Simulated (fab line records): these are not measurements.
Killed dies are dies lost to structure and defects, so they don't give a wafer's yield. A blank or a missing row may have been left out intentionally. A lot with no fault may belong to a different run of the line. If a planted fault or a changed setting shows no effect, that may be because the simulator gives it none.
Matching of chambers | flow n5 finfet | N5_BEOL_M3_ETCHBACK_99 on rie diel-06: 4 sister chambers
The step etches SiO2 in CHF3, target depth 5 nm, time 10.4 s. 8 wafers are shown with their chamber, then 8 later ones without.

== EACH WAFER AND ITS CHAMBER ==
wafer  | chamber | drypump motor current A (A) | showerhead plenum p Torr (Torr)
L074.4 | 2       | 5.2                         | 2.25
L081.3 | 3       | 5.5                         | 2.19
L083.3 | 0       | 6.0                         | 2.11
L083.5 | 1       | 5.5                         | 2.12
L087.2 | 3       | 5.5                         | 2.19
L087.5 | 2       | 5.2                         | 2.24
L087.6 | 1       | 5.5                         | 2.12
L094.1 | 0       | 5.9                         | 2.10

== WAFERS MISSING THEIR CHAMBER ==
wafer  | drypump motor current A (A) | showerhead plenum p Torr (Torr)
L094.2 | 5.5                         | 2.18
L094.6 | 5.5                         | 2.12
L095.1 | 5.2                         | 2.23
L095.3 | 5.5                         | 2.18
L095.5 | 5.2                         | 2.23
L097.2 | 5.5                         | 2.18
L097.4 | 5.9                         | 2.10
L097.6 | 5.5                         | 2.12

== THE CHAMBER EACH PASSED THROUGH ==
wafer  | from the rows above | in truth
L094.2 | 3                   | 3
L094.6 | 1                   | 1
L095.1 | 2                   | 2
L095.3 | 3                   | 3
L095.5 | 2                   | 2
L097.2 | 3                   | 3
L097.4 | 0                   | 0
L097.6 | 1                   | 1
Placed correctly: 8 of 8. From these rows, 0 cannot be placed. Number placed wrongly: 0.
How it was worked out, from the rows above alone: a wafer's distance from a chamber is the root of the sum, over the readings, of the square of ((its reading less the chamber's mean) divided by the reading's scatter). The wafer belongs to the nearest chamber; if the next one is less than 2 further off, it can't be placed. For every chamber, the mean is computed from those of its wafers that are shown. The scatter is the square root of a quotient: the sum, over the shown wafers, of each reading's squared deviation from its chamber's mean, divided by wafers minus chambers.
